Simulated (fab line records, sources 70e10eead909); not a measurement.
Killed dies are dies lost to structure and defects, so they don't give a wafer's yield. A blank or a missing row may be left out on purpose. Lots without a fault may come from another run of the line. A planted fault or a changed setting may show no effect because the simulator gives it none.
Which tool did it? | flow nand_harc | 11 lots, 33 wafers sampled, at 6 steps of a route of 1302

WHAT THE GAUGES READ, wafer by wafer
NHARC_END_SORT_01.
lot  | measured     | on        | killed_at_array
L812 | day 24 10:53 | prober-01 | 42 41 54
L819 | day 26 21:08 | prober-02 | 82 83 81
L822 | day 30 15:38 | prober-02 | 120 132 114
L824 | day 31 07:59 | prober-02 | 101 107 112
L828 | day 31 13:07 | prober-01 | 51 71 71
L833 | day 33 05:50 | prober-02 | 71 68 77
L835 | day 33 21:02 | prober-02 | 82 76 61

WHICH TOOL RAN EACH LOT (tool, then ch and the chambers of the sampled wafers, then the start)
lot  | NHARC_A_CONTACT_ETCH_125             | NHARC_A_CONTACT_ETCH_133             | NHARC_A_CONTACT_ETCH_97                       | NHARC_A_CONTACT_DESCUM_13          | NHARC_A_CONTACT_ETCH_137
L812 | har_cap_etch-02 ch 0, day 22 01:05   | har_cap_etch-02 ch 0, day 22 02:30   | rie_diel-08 ch 0,1,3, day 22 09:14 or earlier | rie_diel-08 ch 0,3, day 22 09:14   | har_cap_etch-01 ch 0,1, day 22 11:07
L816 | har_cap_etch-03 ch 0,1, day 23 12:22 | har_cap_etch-03 ch 0,1, day 23 13:47 | rie_diel-08 ch 2,3, day 23 21:17 or earlier   | rie_diel-01 ch 0,3, day 23 21:17   | har_cap_etch-02 ch 0,1, day 23 23:09
L819 | har_cap_etch-02 ch 0, day 24 15:44   | har_cap_etch-02 ch 0, day 24 17:09   | rie_diel-04 ch 2,3, day 24 18:07              | rie_diel-08 ch 0,3, day 24 21:56   | har_cap_etch-02 ch 0,1, day 24 23:50
L822 | har_cap_etch-02 ch 0,1, day 26 21:43 | har_cap_etch-02 ch 0,1, day 26 23:10 | rie_diel-08 ch 2,3, day 27 12:04 or earlier   | rie_diel-08 ch 2,3, day 27 12:04   | har_cap_etch-03 ch 0,1, day 27 13:56
L824 | har_cap_etch-02 ch 1, day 27 14:46   | har_cap_etch-02 ch 1, day 27 16:11   | rie_diel-08 ch 0,1,2, day 28 08:28 or earlier | rie_diel-08 ch 0,1,2, day 28 08:28 | har_cap_etch-01 ch 0,1, day 28 10:38
L828 | har_cap_etch-01 ch 0,1, day 29 01:22 | har_cap_etch-01 ch 0,1, day 29 02:47 | rie_diel-08 ch 0,1,3, day 29 13:10 or earlier | rie_diel-08 ch 2,3, day 29 13:10   | har_cap_etch-02 ch 0,1, day 29 15:04
L831 | har_cap_etch-01 ch 0,1, day 29 15:42 | har_cap_etch-01 ch 0,1, day 29 17:09 | rie_diel-08 ch 1,2,3, day 29 23:16 or earlier | rie_diel-08 ch 0,1, day 29 23:16   | har_cap_etch-02 ch 0,1, day 30 01:07
L832 | har_cap_etch-01 ch 0,1, day 30 13:52 | har_cap_etch-01 ch 0,1, day 30 15:19 | rie_diel-08 ch 2,3, day 30 16:12              | rie_diel-08 ch 0,3, day 30 20:04   | har_cap_etch-02 ch 0,1, day 30 22:16
L833 | har_cap_etch-03 ch 0, day 30 16:07   | har_cap_etch-03 ch 0, day 30 17:32   | rie_diel-08 ch 0,2, day 30 18:29              | rie_diel-08 ch 0,3, day 30 23:18   | har_cap_etch-03 ch 0,1, day 31 01:29
L835 | har_cap_etch-01 ch 0,1, day 31 13:53 | har_cap_etch-01 ch 0,1, day 31 15:18 | rie_diel-08 ch 0,2,3, day 31 19:53 or earlier | rie_diel-08 ch 0,2,3, day 31 19:53 | har_cap_etch-02 ch 0,1, day 31 21:45
L834 | har_cap_etch-03 ch 0,1, day 31 14:54 | har_cap_etch-03 ch 0,1, day 31 16:37 | rie_diel-04 ch 2,3, day 31 17:43              | rie_diel-08 ch 0,1,2, day 31 21:37 | har_cap_etch-01 ch 0,1, day 31 23:31
- NHARC_A_CONTACT_ETCH_125: etches the open film in C4F8/O2/Ar, time 197 s, target depth 1918 nm.
- NHARC_A_CONTACT_ETCH_133: etches the open film in C4F8/O2/Ar, time 374 s, target depth 1610 nm.
- NHARC_A_CONTACT_ETCH_97: etches the open film in C4F6/O2, target depth 20 nm, time 10 s.
- NHARC_A_CONTACT_DESCUM_13: chemistry O2, time 3 s.
- NHARC_A_CONTACT_ETCH_137: etches the open film in C4F8/O2/Ar, time 311 s, target depth 1912 nm.

THE ANSWER, worked out from the rows above alone
Rule: what is usual is taken from the lots themselves. Put in order of their means at a reading, lots are off if they are a third of the lots or fewer, leave a main group of 4 or more, and stand apart from it by a gap of 3 or more times the standard deviation of the main group's means; of several such gaps the widest counts. A main group whose means are all the same, to the digits that the tables above print for the reading, isn't used. A lot without any number at a reading at which 4 lots or more have one is off too. The other lots that the step has rows for count as sound.
No lot is off at any reading shown: from this, nothing can be told.

WHAT THE SIMULATOR HAD PUT IN
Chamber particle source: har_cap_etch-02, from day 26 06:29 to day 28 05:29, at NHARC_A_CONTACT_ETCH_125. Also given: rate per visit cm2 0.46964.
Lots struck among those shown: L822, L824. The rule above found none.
